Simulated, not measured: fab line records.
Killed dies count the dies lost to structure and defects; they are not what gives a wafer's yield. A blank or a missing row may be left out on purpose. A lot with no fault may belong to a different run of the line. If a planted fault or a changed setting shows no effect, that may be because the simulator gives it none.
Which of the tools did it?	flow nand_harc	6 lots with 18 wafers sampled at 5 steps, on a route of 1159 steps

== WHAT THE GAUGES READ, wafer by wafer ==
NHARC_END_SORT_01.
lot	measured	on	killed_at_array

== TOOL THAT RAN EACH LOT (tool first, then ch and the chambers of the sampled wafers, then the start) ==
lot	NHARC_A_STAIRCASE_ETCH_203	NHARC_A_STAIRCASE_ETCH_225	NHARC_A_STAIRCASE_TRIM_229	NHARC_A_STAIRCASE_ETCH_234
L928	rie_diel-13 ch 0,1, day 11 22:35 or earlier	rie_diel-13 ch 1,2, day 11 22:35	rie_diel-02 ch 0,3, day 11 23:07	rie_diel-02 ch 1,2,3, no start
L932	rie_diel-13 ch 0,1,3, day 12 08:11 or earlier	rie_diel-02 ch 1,2, day 12 08:11	rie_diel-02 ch 0,2,3, day 12 08:37	rie_diel-02 ch 0,2,3, no start
L934	rie_diel-01 ch 2,3, day 13 03:15 or earlier	rie_diel-13 ch 0,1,2, day 13 03:15	rie_diel-13 ch 1,2,3, day 13 03:43	rie_diel-13 ch 0,1, no start
L943	rie_diel-13 ch 1,2,3, day 15 04:32 or earlier	rie_diel-02 ch 0,1,2, day 15 04:32	rie_diel-13 ch 0,1,3, day 15 04:59	rie_diel-13 ch 1,2, no start
L944	rie_diel-13 ch 0,2,3, day 16 03:20 or earlier	rie_diel-01 ch 1,2, day 16 03:20	rie_diel-02 ch 1,2, day 16 03:44	rie_diel-02 ch 0,1,2, no start
L948	rie_diel-01 ch 0,1,3, day 16 20:18 or earlier	rie_diel-01 ch 1,2,3, day 16 20:18	rie_diel-01 ch 0,1,2, day 16 20:45	rie_diel-01 ch 0,1,3, no start
- NHARC_A_STAIRCASE_ETCH_203: etches the open film in C4F8/O2, target depth 100 nm, time 40.5 s.
- NHARC_A_STAIRCASE_ETCH_225: etches the open film in C4F8/O2, target depth 100 nm, time 40.5 s.
- NHARC_A_STAIRCASE_TRIM_229: chemistry O2, time 211.2 s.
- NHARC_A_STAIRCASE_ETCH_234: etches the open film in C4F8/O2, target depth 100 nm, time 40.5 s.

== THE ANSWER, worked out from the rows above alone ==
Rule: usual is defined by the lots themselves. The widest of any qualifying gaps counts: lots, ordered by their means at a reading, are off when they make up no more than a third of the lots, leave a main group of 4 or more, and stand apart from it by 3 or more times the standard deviation of that group's means. A main group whose means are all the same, to the digits that the tables above print for the reading, isn't used. A lot without any number at a reading at which 4 lots or more have one is off too. Any other lot the step has rows for is counted as sound.
Across all readings shown, no lot is off: no conclusion can be drawn from this.

== WHAT THE SIMULATOR PUT IN ==
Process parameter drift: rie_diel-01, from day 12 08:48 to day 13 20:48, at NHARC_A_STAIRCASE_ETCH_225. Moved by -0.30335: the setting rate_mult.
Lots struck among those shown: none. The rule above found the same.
